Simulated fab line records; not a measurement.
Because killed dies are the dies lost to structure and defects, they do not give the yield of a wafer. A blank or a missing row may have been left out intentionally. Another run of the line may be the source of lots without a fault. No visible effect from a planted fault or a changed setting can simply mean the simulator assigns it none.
fab line records + flow nand-harc + part 2 of 2: steps 5 to 6 of 6
record:
- lots: 21
- wafers: 63
- last-day: 33
route steps=1302 shown A_CHANNEL_FILL_D2@614 A_STAIRCASE@650
lots that met no fault: from a run of the same line without faults
start-h: the number of hours between the record's first day and the start of the first shown wafer of the lot + wait-h: time in hours since the lot's previous step + " same as the row above + L1.1+2: one row covering several wafers at once + - no value, or no start was given + * or withheld: withheld + < > ~ a bound
route shown NAME@n: NAME is a module with steps in the file, n the number in the route of the first one + usual: mean and standard deviation over wafers with no fault + same: alike in all rows + chamber/n: place in a boat + sites: readings site by site + _std_site: how widely they spread, as a standard deviation + _edge_site: inner sites' mean taken away from outer sites' mean + radius-mm: how far each site lies from the wafer's centre + mask NAME#n: copy n + behind: the tool/chamber that last shaped the wafer + hold: why the lot was held/for how many hours/how that ended + device: names the non-switching transistor (n, p or np) + end of line: the tests these same wafers got at the end of their route + a step with no rows: only its recipe + killed: not the wafer's yield, but the dies lost to structure and defects at the first sort + map: a wafer's dies, x killed, . not, _ none there
set.NAME: the run value of the setting; set.NAME@STEP: its run value at that earlier step + model.NAME: the simulator's own value behind a step, which no gauge read
a sample of lots followed through the steps of the route, with each step as a table and each wafer as a row
services: the hour from which a tool's chamber was out of use, counted from the record's first day as start-h (under 0 if before that day), plus the number of hours and why
== steps ==
step: NHARC_A_STAIRCASE_DESCUM_11
recipe:
- time-s: 3
- o2-flow-sccm: 200
- ar-flow-sccm: 0
- bias-power-w: 0
- chemistry: O2
usual:
- drypump-motor-current-A: 5.6/0.48
- oes-product-au: 1.002/0.0075
- rf-vpp-V: 57.8/0.85
- showerhead-plenum-p-Torr: 1.92/0.078
- throttle-valve-pct: 11.310/0.0092
| lot.wafer | tool        | chamber | start-h | wait-h | drypump-motor-current-A | oes-product-au | rf-hours-counter-h | rf-vpp-V | showerhead-plenum-p-Torr | throttle-valve-pct |
|-----------|-------------|---------|---------|--------|-------------------------|----------------|--------------------|----------|--------------------------|--------------------|
| L074.2    | rie-diel-10 | 2       | 358.51  | -      | 5.8                     | 1.004          | 35                 | 58.3     | 2.03                     | 11.305             |
| L074.1    | "           | 3       | "       | "      | 5.9                     | 1.001          | 36                 | 58.2     | 1.85                     | 11.299             |
| L074.6    | "           | 2       | "       | "      | 5.8                     | 0.997          | -                  | 59.3     | 2.03                     | 11.315             |
| L075.3    | rie-diel-05 | 1       | 358.79  | -      | 6.1                     | 1.002          | 43                 | 59.0     | 1.81                     | 11.316             |
| L075.1    | "           | 3       | "       | "      | 5.3                     | 1.004          | 39                 | 56.1     | 1.85                     | 11.303             |
| L075.6    | "           | 0       | "       | "      | 5.2                     | 0.990          | -                  | 58.3     | 1.96                     | 11.322             |
| L076.2    | rie-diel-10 | 3       | 372.42  | -      | 5.8                     | 0.992          | 39                 | 59.2     | 1.85                     | 11.306             |
| L076.3    | "           | 0       | "       | "      | 5.0                     | 1.005          | 36                 | 56.6     | 1.94                     | 11.319             |
| L076.4    | "           | 1       | "       | "      | 6.4                     | 0.993          | 39                 | 57.6     | 1.96                     | 11.303             |
| L077.1    | rie-diel-05 | 1       | 378.67  | -      | 6.1                     | 1.000          | 47                 | 56.3     | 1.80                     | 11.302             |
| L077.5    | "           | 2       | "       | "      | 4.9                     | 1.004          | -                  | 58.3     | 2.03                     | 11.319             |
| L077.6    | "           | 3       | "       | "      | 5.3                     | 1.010          | -                  | 56.3     | 1.85                     | 11.304             |
| L079.2    | rie-diel-05 | 2       | 394.35  | -      | 4.9                     | 1.001          | 57                 | 57.9     | 2.02                     | 11.311             |
| L079.6    | "           | 3       | "       | "      | 5.3                     | 1.013          | -                  | 57.7     | 1.85                     | 11.300             |
| L079.5    | "           | 1       | "       | "      | 6.1                     | 1.004          | -                  | 57.4     | 1.80                     | 11.315             |
| L078.4    | rie-diel-01 | 2       | 394.53  | -      | 5.5                     | 1.011          | 1                  | 58.6     | 1.93                     | 11.298             |
| L078.5    | "           | 2       | "       | "      | 5.5                     | 0.998          | -                  | 57.3     | 1.93                     | 11.319             |
| L078.6    | "           | 3       | "       | "      | 5.8                     | 1.014          | -                  | 58.0     | 1.95                     | 11.298             |
| L080.4    | rie-diel-10 | 0       | 408.76  | -      | 5.0                     | 1.000          | 47                 | 58.4     | 1.93                     | 11.305             |
| L080.1    | "           | 1       | "       | "      | 6.4                     | 0.999          | 50                 | 58.3     | 1.96                     | 11.302             |
| L080.6    | "           | 2       | "       | "      | 5.8                     | 0.997          | -                  | 58.4     | 2.02                     | 11.306             |
| L081.1    | rie-diel-05 | 2       | 416.67  | -      | 4.8                     | 0.993          | 0                  | 58.6     | 2.02                     | 11.306             |
| L081.3    | "           | 1       | "       | "      | 6.1                     | 1.002          | 0                  | 57.9     | 1.80                     | 11.302             |
| L081.6    | "           | 2       | "       | "      | 4.8                     | 1.000          | -                  | 57.4     | 2.02                     | 11.329             |
| L082.1    | rie-diel-05 | 3       | 438.45  | -      | 5.3                     | 0.997          | 8                  | 56.5     | 1.84                     | 11.307             |
| L082.2    | "           | 0       | "       | "      | 5.3                     | 0.997          | 7                  | 58.3     | 1.95                     | 11.312             |
| L082.4    | "           | 2       | "       | "      | 4.9                     | 0.992          | 9                  | 58.6     | 2.02                     | 11.306             |
| L083.1    | rie-diel-10 | 1       | 444.56  | -      | 6.4                     | 1.003          | 5                  | 58.0     | 1.96                     | 11.302             |
| L083.6    | "           | 3       | "       | "      | 5.8                     | 1.008          | -                  | 57.4     | 1.85                     | 11.315             |
| L083.5    | "           | 2       | "       | "      | 5.8                     | 1.000          | -                  | 58.6     | 2.02                     | 11.297             |
| L084.2    | rie-diel-10 | 2       | 457.65  | -      | 5.8                     | 1.005          | 9                  | 59.8     | 2.02                     | 11.312             |
| L084.3    | "           | 3       | "       | "      | 5.8                     | 1.008          | 8                  | 56.0     | 1.85                     | 11.309             |
| L084.5    | "           | 2       | "       | "      | 5.8                     | 0.990          | -                  | 59.6     | 2.02                     | 11.303             |
| L085.4    | rie-diel-10 | 3       | 463.79  | -      | 5.9                     | 1.014          | 12                 | 57.6     | 1.84                     | 11.310             |
| L085.2    | "           | 1       | "       | "      | 6.4                     | 0.999          | 13                 | 57.1     | 1.95                     | 11.306             |
| L085.5    | "           | 0       | "       | "      | 5.0                     | 1.002          | -                  | 56.9     | 1.93                     | 11.308             |
| L086.2    | rie-diel-05 | 3       | 464.00  | -      | 5.3                     | 1.012          | 16                 | 58.1     | 1.84                     | 11.296             |
| L086.3    | "           | 0       | "       | "      | 5.3                     | 1.007          | 15                 | 59.0     | 1.95                     | 11.317             |
| L086.1    | "           | 2       | "       | "      | 4.9                     | 0.995          | 15                 | 57.9     | 2.02                     | 11.312             |
| L087.4    | rie-diel-10 | 1       | 478.65  | -      | 6.4                     | 1.009          | 18                 | 57.8     | 1.95                     | 11.294             |
| L087.5    | "           | 3       | "       | "      | 5.9                     | 1.005          | -                  | 57.3     | 1.84                     | 11.322             |
| L087.6    | "           | 0       | "       | "      | 5.0                     | 0.998          | -                  | 58.5     | 1.93                     | 11.315             |
| L088.4    | rie-diel-05 | 1       | 501.89  | -      | 6.1                     | 1.006          | 23                 | 56.4     | 1.79                     | 11.314             |
| L088.3    | "           | 3       | "       | "      | 5.3                     | 1.007          | 28                 | 56.7     | 1.84                     | 11.312             |
| L088.1    | "           | 0       | "       | "      | 5.3                     | 1.007          | 26                 | 57.7     | 1.94                     | 11.318             |
| L090.1    | rie-diel-10 | 2       | 523.14  | -      | 5.8                     | 0.993          | 33                 | 58.1     | 2.01                     | 11.319             |
| L090.3    | "           | 1       | "       | "      | 6.4                     | 0.997          | 32                 | 57.8     | 1.95                     | 11.310             |
| L090.5    | "           | 3       | "       | "      | 5.8                     | 1.017          | -                  | 58.2     | 1.84                     | 11.285             |
| L095.1    | rie-diel-05 | 0       | 553.99  | -      | 5.2                     | 1.001          | 37                 | 57.6     | 1.94                     | 11.313             |
| L095.2    | "           | 2       | "       | "      | 4.8                     | 0.992          | 38                 | 58.6     | 2.01                     | 11.311             |
| L095.5    | "           | 1       | "       | "      | 6.1                     | 0.992          | -                  | 55.5     | 1.79                     | 11.329             |
| L094.1    | rie-diel-01 | 0       | 554.24  | -      | 5.5                     | 1.010          | 50                 | 57.5     | 1.93                     | 11.304             |
| L094.4    | "           | 2       | "       | "      | 5.5                     | 1.002          | 58                 | 59.2     | 1.91                     | 11.317             |
| L094.6    | "           | 1       | "       | "      | 6.1                     | 1.009          | -                  | 58.8     | 2.02                     | 11.295             |
| L093.1    | rie-diel-05 | 3       | 560.12  | -      | 5.3                     | 0.999          | 40                 | 57.8     | 1.83                     | 11.305             |
| L093.6    | "           | 2       | "       | "      | 4.8                     | 0.980          | -                  | 57.4     | 2.01                     | 11.326             |
| L093.5    | "           | 3       | "       | "      | 5.4                     | 0.995          | -                  | 57.4     | 1.83                     | 11.307             |
| L096.3    | rie-diel-10 | 3       | 560.28  | -      | 5.8                     | 1.017          | 48                 | 57.6     | 1.83                     | 11.309             |
| L096.1    | "           | 0       | "       | "      | 5.0                     | 1.016          | 40                 | 58.0     | 1.92                     | 11.316             |
| L096.6    | "           | 2       | "       | "      | 5.8                     | 1.004          | -                  | 57.8     | 2.01                     | 11.323             |
| L097.2    | rie-diel-10 | 2       | 592.19  | -      | 5.8                     | 1.001          | 57                 | 57.3     | 2.00                     | 11.317             |
| L097.1    | "           | 3       | "       | "      | 5.9                     | 1.010          | 60                 | 56.5     | 1.83                     | 11.312             |
| L097.4    | "           | 0       | "       | "      | 5.0                     | 1.007          | 52                 | 57.4     | 1.92                     | 11.311             |
step: NHARC_A_STAIRCASE_TRIM_14
recipe:
- time-s: 211.2
- o2-flow-sccm: 500
- ar-flow-sccm: 0
- bias-w: 0
- chemistry: O2
usual:
- drypump-motor-current-A: 5.6/0.5
- oes-product-au: 1.002/0.0078
- rf-vpp-V: 57.8/0.93
- showerhead-plenum-p-Torr: 3.54/0.13
- throttle-valve-pct: 17.035/0.01
| lot.wafer | tool        | chamber | start-h | wait-h | drypump-motor-current-A | oes-product-au | rf-hours-counter-h | rf-vpp-V | showerhead-plenum-p-Torr | throttle-valve-pct |
|-----------|-------------|---------|---------|--------|-------------------------|----------------|--------------------|----------|--------------------------|--------------------|
| L074.1    | rie-diel-10 | 0       | -       | -      | 5.0                     | 0.981          | 33                 | 58.0     | 3.57                     | 17.046             |
| L074.2    | "           | 1       | "       | "      | 6.4                     | 0.980          | 37                 | 59.7     | 3.62                     | 17.043             |
| L074.6    | "           | 3       | "       | "      | 5.8                     | 0.988          | -                  | 57.0     | 3.43                     | 17.051             |
| L075.3    | rie-diel-05 | 2       | -       | -      | 4.9                     | 1.009          | 43                 | 58.0     | 3.72                     | 17.045             |
| L075.1    | "           | 0       | "       | "      | 5.3                     | 0.989          | 39                 | 58.9     | 3.60                     | 17.046             |
| L075.6    | "           | 3       | "       | "      | 5.3                     | 1.011          | -                  | 56.5     | 3.42                     | 17.028             |
| L076.2    | rie-diel-10 | 2       | -       | -      | 5.8                     | 0.988          | 38                 | 56.9     | 3.72                     | 17.050             |
| L076.3    | "           | 3       | "       | "      | 5.9                     | 0.997          | 39                 | 57.4     | 3.43                     | 17.037             |
| L076.4    | "           | 1       | "       | "      | 6.4                     | 1.000          | 39                 | 58.3     | 3.61                     | 17.047             |
| L077.1    | rie-diel-05 | 0       | -       | -      | 5.3                     | 0.990          | 43                 | 57.8     | 3.60                     | 17.041             |
| L077.5    | "           | 0       | "       | "      | 5.3                     | 1.001          | -                  | 58.5     | 3.60                     | 17.014             |
| L077.6    | "           | 1       | "       | "      | 6.1                     | 0.998          | -                  | 57.1     | 3.34                     | 17.019             |
| L079.2    | rie-diel-05 | 2       | -       | -      | 4.9                     | 1.016          | 57                 | 58.8     | 3.71                     | 17.044             |
| L079.5    | "           | 3       | "       | "      | 5.3                     | 1.012          | -                  | 57.1     | 3.41                     | 17.033             |
| L079.6    | "           | 1       | "       | "      | 6.1                     | 1.005          | -                  | 56.4     | 3.34                     | 17.039             |
| L078.4    | rie-diel-01 | 2       | -       | -      | 5.5                     | 1.004          | 1                  | 57.2     | 3.56                     | 17.016             |
| L078.5    | "           | 3       | "       | "      | 5.9                     | 1.008          | -                  | 58.1     | 3.59                     | 17.026             |
| L078.6    | "           | 0       | "       | "      | 5.5                     | 0.999          | -                  | 57.3     | 3.59                     | 17.034             |
| L080.4    | rie-diel-10 | 1       | -       | -      | 6.4                     | 0.998          | 50                 | 58.6     | 3.61                     | 17.033             |
| L080.1    | "           | 2       | "       | "      | 5.8                     | 0.996          | 50                 | 56.8     | 3.72                     | 17.040             |
| L080.6    | "           | 0       | "       | "      | 5.0                     | 0.998          | -                  | 57.5     | 3.56                     | 17.033             |
| L081.1    | rie-diel-05 | 1       | -       | -      | 6.1                     | 0.999          | 0                  | 57.3     | 3.33                     | 17.029             |
| L081.3    | "           | 2       | "       | "      | 4.9                     | 1.007          | 0                  | 59.0     | 3.71                     | 17.028             |
| L081.6    | "           | 1       | "       | "      | 6.1                     | 1.002          | -                  | 57.4     | 3.33                     | 17.036             |
| L082.4    | rie-diel-05 | 2       | -       | -      | 4.9                     | 0.997          | 9                  | 57.6     | 3.71                     | 17.026             |
| L082.1    | "           | 0       | "       | "      | 5.3                     | 1.006          | 7                  | 56.5     | 3.59                     | 17.018             |
| L082.2    | "           | 1       | "       | "      | 6.1                     | 0.995          | 7                  | 57.5     | 3.33                     | 17.030             |
| L083.1    | rie-diel-10 | 2       | -       | -      | 5.8                     | 1.013          | 4                  | 58.5     | 3.71                     | 17.047             |
| L083.6    | "           | 2       | "       | "      | 5.8                     | 0.999          | -                  | 58.0     | 3.71                     | 17.027             |
| L083.5    | "           | 3       | "       | "      | 5.9                     | 1.007          | -                  | 56.9     | 3.41                     | 17.008             |
| L084.3    | rie-diel-10 | 1       | -       | -      | 6.4                     | 1.007          | 9                  | 58.4     | 3.60                     | 17.027             |
| L084.2    | "           | 3       | "       | "      | 5.9                     | 1.016          | 9                  | 56.9     | 3.41                     | 17.025             |
| L084.5    | "           | 2       | "       | "      | 5.8                     | 0.998          | -                  | 59.8     | 3.71                     | 17.028             |
| L085.2    | rie-diel-10 | 0       | -       | -      | 5.0                     | 0.996          | 8                  | 57.6     | 3.56                     | 17.037             |
| L085.4    | "           | 3       | "       | "      | 5.8                     | 1.000          | 13                 | 57.5     | 3.41                     | 17.036             |
| L085.5    | "           | 0       | "       | "      | 5.0                     | 0.997          | -                  | 58.4     | 3.56                     | 17.026             |
| L086.3    | rie-diel-05 | 1       | -       | -      | 6.1                     | 1.000          | 14                 | 56.8     | 3.33                     | 17.031             |
| L086.2    | "           | 2       | "       | "      | 4.9                     | 0.988          | 16                 | 60.2     | 3.70                     | 17.030             |
| L086.1    | "           | 3       | "       | "      | 5.3                     | 1.020          | 16                 | 57.5     | 3.40                     | 17.032             |
| L087.4    | rie-diel-10 | 3       | -       | -      | 5.9                     | 1.011          | 19                 | 56.7     | 3.41                     | 17.032             |
| L087.5    | "           | 1       | "       | "      | 6.4                     | 1.008          | -                  | 56.8     | 3.59                     | 17.050             |
| L087.6    | "           | 2       | "       | "      | 5.8                     | 1.001          | -                  | 56.5     | 3.70                     | 17.053             |
| L088.4    | rie-diel-05 | 2       | -       | -      | 4.8                     | 0.990          | 26                 | 58.0     | 3.70                     | 17.033             |
| L088.3    | "           | 3       | "       | "      | 5.4                     | 1.005          | 28                 | 57.5     | 3.40                     | 17.032             |
| L088.1    | "           | 0       | "       | "      | 5.3                     | 1.005          | 26                 | 57.4     | 3.58                     | 17.039             |
| L090.3    | rie-diel-10 | 1       | -       | -      | 6.5                     | 0.990          | 32                 | 57.3     | 3.59                     | 17.018             |
| L090.1    | "           | 3       | "       | "      | 5.9                     | 1.005          | 33                 | 57.3     | 3.40                     | 17.030             |
| L090.5    | "           | 2       | "       | "      | 5.8                     | 0.997          | -                  | 58.1     | 3.69                     | 17.050             |
| L095.2    | rie-diel-05 | 0       | -       | -      | 5.3                     | 1.003          | 37                 | 58.1     | 3.57                     | 17.031             |
| L095.1    | "           | 2       | "       | "      | 4.9                     | 0.991          | 38                 | 58.2     | 3.69                     | 17.018             |
| L095.5    | "           | 3       | "       | "      | 5.3                     | 0.999          | -                  | 59.0     | 3.39                     | 17.019             |
| L094.1    | rie-diel-01 | 1       | -       | -      | 6.1                     | 1.002          | 54                 | 58.4     | 3.72                     | 17.032             |
| L094.4    | "           | 3       | "       | "      | 5.9                     | 0.998          | 55                 | 58.4     | 3.56                     | 17.042             |
| L094.6    | "           | 1       | "       | "      | 6.1                     | 0.993          | -                  | 59.0     | 3.72                     | 17.045             |
| L093.1    | rie-diel-05 | 0       | -       | -      | 5.3                     | 0.995          | 38                 | 58.4     | 3.57                     | 17.051             |
| L093.6    | "           | 2       | "       | "      | 4.9                     | 0.989          | -                  | 58.8     | 3.69                     | 17.017             |
| L093.5    | "           | 3       | "       | "      | 5.3                     | 1.016          | -                  | 56.0     | 3.39                     | 17.029             |
| L096.1    | rie-diel-10 | 0       | -       | -      | 5.0                     | 1.013          | 41                 | 56.5     | 3.54                     | 17.045             |
| L096.3    | "           | 3       | "       | "      | 5.9                     | 1.010          | 48                 | 57.0     | 3.39                     | 17.049             |
| L096.6    | "           | 1       | "       | "      | 6.4                     | 1.002          | -                  | 56.1     | 3.58                     | 17.028             |
| L097.2    | rie-diel-10 | 3       | -       | -      | 5.9                     | 1.000          | 60                 | 56.7     | 3.38                     | 17.046             |
| L097.4    | "           | 0       | "       | "      | 5.0                     | 0.991          | 52                 | 58.1     | 3.53                     | 17.053             |
| L097.1    | "           | 2       | "       | "      | 5.8                     | 1.009          | 57                 | 58.8     | 3.68                     | 17.037             |
== services ==
| tool          | chamber | start-h | hours | kind   |
|---------------|---------|---------|-------|--------|
| rie-diel-06   | -       | 307.20  | 9.0   | pm     |
| rie-diel-01   | -       | 352.43  | 0.6   | repair |
| ald-hk-02     | -       | 353.35  | 10.0  | pm     |
| rie-diel-08   | -       | 367.80  | 9.0   | pm     |
| rtp-anneal-01 | -       | 372.00  | 12.0  | pm     |
| rie-diel-10   | 1       | 374.92  | 1.3   | repair |
| rie-diel-10   | 2       | 379.05  | 2.2   | repair |
| rie-diel-01   | -       | 381.64  | 9.0   | pm     |
| rie-diel-08   | 1       | 394.27  | 21.8  | repair |
| rie-diel-05   | -       | 406.83  | 9.0   | pm     |
| rie-diel-06   | 3       | 415.36  | 5.9   | repair |
| rie-diel-10   | -       | 419.66  | 9.0   | pm     |
| rie-diel-05   | -       | 425.45  | 2.7   | repair |
| rie-diel-01   | -       | 427.65  | 0.6   | repair |
| rie-diel-06   | -       | 465.08  | 2.4   | repair |
| rie-diel-06   | -       | 484.20  | 9.0   | pm     |
| ald-hk-02     | -       | 531.35  | 10.0  | pm     |
| rie-diel-06   | -       | 535.30  | 0.8   | repair |
| rie-diel-08   | 3       | 542.31  | 17.6  | repair |
| rie-diel-08   | -       | 544.80  | 9.0   | pm     |
| ald-hk-02     | -       | 554.60  | 1.1   | repair |
| rie-diel-01   | -       | 558.64  | 9.0   | pm     |
| ald-hk-03     | -       | 572.46  | 10.0  | pm     |
| rie-diel-05   | -       | 583.83  | 9.0   | pm     |
